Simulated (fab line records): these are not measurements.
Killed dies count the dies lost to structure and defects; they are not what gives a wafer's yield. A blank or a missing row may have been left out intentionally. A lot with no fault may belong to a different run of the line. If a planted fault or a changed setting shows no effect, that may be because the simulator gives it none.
Chamber matching -- flow nand harc -- 3 sister chambers for NHARC_A_CONTACT_DEP_85 on pecvd-04
The step deposits SiON, target thk 50 nm. 6 wafers are shown with their chamber, then 11 later ones without.

## WAFERS WITH THEIR CHAMBER
wafer,chamber,heater power w (W)
L078.3,1,900
L079.6,1,853
L083.1,2,664
L083.3,0,825
L083.5,2,689
L086.1,0,816

## WAFERS MISSING THEIR CHAMBER
wafer,heater power w (W)
L086.4,652
L086.6,843
L088.2,636
L088.3,750
L088.6,857
L091.1,904
L091.4,821
L091.6,898
L094.1,742
L094.4,680
L094.6,726

## EACH ONE'S CHAMBER
wafer,from the rows above,in truth
L086.4,2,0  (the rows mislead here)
L086.6,can't be placed: 0 or 1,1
L088.2,2,2
L088.3,can't be placed: 0 or 2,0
L088.6,can't be placed: 1 or 0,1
L091.1,1,1
L091.4,0,0
L091.6,1,1
L094.1,can't be placed: 2 or 0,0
L094.4,2,2
L094.6,2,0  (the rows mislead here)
Correctly placed: 5 of 11. Can't be placed from these rows: 4 (the true chamber is among the candidates in 4). Number placed wrongly: 2.
How it was worked out, from the rows above alone: a wafer's distance from a chamber is the root of the sum, over the readings, of the square of ((its reading less the chamber's mean) divided by the reading's scatter). If the next closest chamber is less than 2 further off than the closest, the wafer can't be placed; otherwise it belongs to the closest. A chamber's mean is the mean of its shown wafers. The scatter: the root of (the sum of the squares of (reading less its chamber's mean) over the shown wafers, divided by (wafers less chambers)).
